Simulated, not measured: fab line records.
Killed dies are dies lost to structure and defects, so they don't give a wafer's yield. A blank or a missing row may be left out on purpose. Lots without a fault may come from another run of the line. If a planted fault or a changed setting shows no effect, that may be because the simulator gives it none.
Chamber matching / flow n5Finfet / 4 sister chambers for N5_HKMG_FIN_ALD_75 on aldHk-02
The step deposits Al2O3, target thk 1 nm, co reactant pulse time 1 s. 7 wafers are shown with their chamber, then 9 later ones without.

== WAFERS PAIRED WITH THEIR CHAMBERS ==
wafer=L087.2; chamber=2; heaterPowerW (W)=161; precursorPulseHeightRel=1.015
wafer=L087.6; chamber=1; heaterPowerW (W)=162; precursorPulseHeightRel=1.013
wafer=L088.3; chamber=0; heaterPowerW (W)=139; precursorPulseHeightRel=1.010
wafer=L088.4; chamber=1; heaterPowerW (W)=163; precursorPulseHeightRel=0.984
wafer=L090.3; chamber=2; heaterPowerW (W)=161; precursorPulseHeightRel=0.976
wafer=L090.4; chamber=3; heaterPowerW (W)=157; precursorPulseHeightRel=1.045
wafer=L090.6; chamber=3; heaterPowerW (W)=156; precursorPulseHeightRel=1.000

== WAFERS WITH NO CHAMBER GIVEN ==
wafer=L092.1; heaterPowerW (W)=151; precursorPulseHeightRel=1.024
wafer=L092.4; heaterPowerW (W)=139; precursorPulseHeightRel=1.006
wafer=L092.6; heaterPowerW (W)=164; precursorPulseHeightRel=1.003
wafer=L091.2; heaterPowerW (W)=156; precursorPulseHeightRel=1.032
wafer=L091.4; heaterPowerW (W)=162; precursorPulseHeightRel=1.003
wafer=L091.5; heaterPowerW (W)=163; precursorPulseHeightRel=0.992
wafer=L093.1; heaterPowerW (W)=153; precursorPulseHeightRel=1.045
wafer=L093.2; heaterPowerW (W)=140; precursorPulseHeightRel=0.962
wafer=L093.6; heaterPowerW (W)=162; precursorPulseHeightRel=1.016

== WHICH CHAMBER EACH ONE RAN IN ==
wafer=L092.1; from the rows above=3; in truth=3
wafer=L092.4; from the rows above=0; in truth=0
wafer=L092.6; from the rows above=1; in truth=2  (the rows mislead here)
wafer=L091.2; from the rows above=3; in truth=3
wafer=L091.4; from the rows above=can't be placed: 1 or 2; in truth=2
wafer=L091.5; from the rows above=1; in truth=1
wafer=L093.1; from the rows above=3; in truth=3
wafer=L093.2; from the rows above=0; in truth=0
wafer=L093.6; from the rows above=can't be placed: 1 or 2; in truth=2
Correctly placed: 6 of 9. Can't be placed from these rows: 2 (the true chamber is among the candidates in 2). Wrongly placed: 1.
How it was worked out, from the rows above alone: a wafer's distance from a chamber is the root of the sum, over the readings, of the square of ((its reading less the chamber's mean) divided by the reading's scatter). The wafer belongs to the nearest chamber; if the next one is less than 2 further off, it can't be placed. For every chamber, the mean is computed from those of its wafers that are shown. The scatter: take each reading less its chamber's mean, square it, sum over the shown wafers, divide by the number of wafers less the number of chambers, and take the root.
